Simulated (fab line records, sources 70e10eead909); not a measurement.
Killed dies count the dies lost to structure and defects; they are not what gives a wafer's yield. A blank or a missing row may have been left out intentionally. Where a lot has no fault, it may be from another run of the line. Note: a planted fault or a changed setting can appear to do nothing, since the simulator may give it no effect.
Chamber matching -- flow nandHarc -- NHARC_A_SGD_CUT_ETCHBACK_24 on rieDiel-08: 4 sister chambers
The step etches the open film in CH3F/O2, target depth 50 nm, time 92.857 s. 27 wafers are shown with their chamber, then 12 later ones without.

## WAFERS, EACH WITH ITS CHAMBER
wafer,chamber,showerheadPlenumPTorr (Torr),rfVppV (V),oesProductAu (a.u.)
L074.3,1,2.43,243.9,0.97
L074.4,2,2.49,245.7,0.98
L074.6,0,2.55,245.9,0.98
L076.1,2,2.49,245.7,0.95
L076.4,3,2.48,244.1,0.95
L076.6,0,2.55,245.2,0.97
L077.1,2,2.49,245.8,0.93
L077.3,3,2.48,243.6,0.93
L077.5,3,2.48,245.4,0.93
L079.1,0,2.55,244.4,0.95
L079.4,3,2.48,245.0,0.94
L079.5,1,2.43,244.1,0.97
L082.1,1,2.43,243.5,0.99
L082.2,3,2.48,244.6,0.99
L082.6,2,2.49,245.8,1.01
L084.1,1,2.42,242.6,0.99
L084.3,0,2.55,245.5,0.99
L084.6,0,2.55,245.7,1.00
L086.2,2,2.49,243.3,1.00
L086.4,1,2.42,243.9,1.01
L086.6,3,2.48,243.9,1.00
L088.2,1,2.42,244.7,1.00
L088.4,3,2.48,244.0,1.00
L088.5,0,2.55,245.2,1.00
L090.2,2,2.49,244.3,1.00
L090.3,0,2.54,246.0,1.01
L090.4,1,2.42,243.4,1.01

SIGNATURES (averages over the wafers above)
reading,chamber 0,chamber 1,chamber 2,chamber 3,scatter within a chamber
showerheadPlenumPTorr,2.5486,2.4243,2.4900,2.4800,0.00334
rfVppV,245.414,243.729,245.100,244.371,0.737
oesProductAu,0.9857,0.9914,0.9783,0.9629,0.0261
Rule: distance of a wafer from a chamber = root of the sum over the readings of ((wafer's reading minus chamber's mean) / reading's scatter) squared. The wafer belongs to the nearest chamber; if the next one is less than 2 further off, it can't be placed. The scatter: the root of (the sum of the squares of (reading less its chamber's mean) over the shown wafers, divided by (wafers less chambers)).

## WAFERS MISSING THEIR CHAMBER
wafer,showerheadPlenumPTorr (Torr),rfVppV (V),oesProductAu (a.u.)
L091.2,2.54,245.4,0.92
L091.4,2.49,243.3,0.93
L091.5,2.49,244.8,0.94
L092.1,2.42,243.1,0.98
L092.3,2.48,246.2,0.97
L092.6,2.42,244.1,0.97
L094.1,2.42,242.3,1.00
L094.2,2.49,245.5,1.00
L094.4,2.48,244.3,0.99
L096.2,2.54,245.8,0.93
L096.5,2.42,244.8,0.93
L096.6,2.49,245.2,0.92

## WHICH CHAMBER EACH WENT THROUGH
wafer,from the rows above,in truth
L091.2,0,0
L091.4,can't be placed: 2 or 3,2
L091.5,can't be placed: 2 or 3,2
L092.1,1,1
L092.3,can't be placed: 3 or 2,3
L092.6,1,1
L094.1,1,1
L094.2,2,2
L094.4,3,3
L096.2,0,0
L096.5,1,1
L096.6,can't be placed: 2 or 3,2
Correctly placed: 8 of 12. These rows do not allow placing 4 (true chamber among the candidates in 4). 0 placed wrongly.
